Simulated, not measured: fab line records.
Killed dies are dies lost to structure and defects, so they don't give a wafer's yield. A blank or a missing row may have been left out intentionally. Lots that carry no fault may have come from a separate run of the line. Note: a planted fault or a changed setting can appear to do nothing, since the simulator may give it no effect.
Which tool was responsible? | flow n5-finfet | 12 lots, 36 wafers sampled, at 1 step of a route of 1938

WHAT THE GAUGES SHOWED, per wafer
N5_FIN_SAQP_CD_MEAS_27: the cd target is 20 nm.
lot  | measured    | on        | cd-nm (nm)
L075 | day 2 07:05 | cd-sem-01 | 20.47 20.68 20.37
L077 | day 2 17:43 | cd-sem-01 | 20.15 20.49 20.77
L079 | day 3 06:07 | cd-sem-01 | 20.85 20.74 20.32
L081 | day 3 18:14 | cd-sem-03 | 20.18 20.14 20.50
L083 | day 4 08:05 | cd-sem-01 | 20.46 20.12 20.29
L085 | day 4 19:06 | cd-sem-02 | 20.53 20.47 20.10
L087 | day 5 07:36 | cd-sem-02 | 19.92 20.28 20.36
L089 | day 5 18:26 | cd-sem-03 | 20.24 20.54 20.34
L091 | day 6 06:33 | cd-sem-03 | 20.10 20.39 20.17
L093 | day 6 19:22 | cd-sem-01 | 20.49 20.38 20.43
L095 | day 7 06:49 | cd-sem-01 | 20.72 20.58 20.40
L097 | day 7 17:52 | cd-sem-02 | 20.43 20.31 20.28

WHAT TOOL EACH LOT RAN ON (gives the tool, then ch and the chambers of the sampled wafers, and finally the start)
Record: no process step prior to these readings.

THE ANSWER, worked out from the rows above alone
Rule: the lots themselves supply what counts as usual. Put in order of their means at a reading, lots are off if they are a third of the lots or fewer, leave a main group of 4 or more, and stand apart from it by a gap of 3 or more times the standard deviation of the main group's means; of several such gaps the widest counts. Not used: any main group whose means are identical at the precision the tables above print for the reading. A lot without any number at a reading at which 4 lots or more have one is off too. All remaining lots with rows at the step are treated as sound.
Nothing can be told from this: no lot is off at any reading shown.

WHAT THE SIMULATOR HAD INSERTED
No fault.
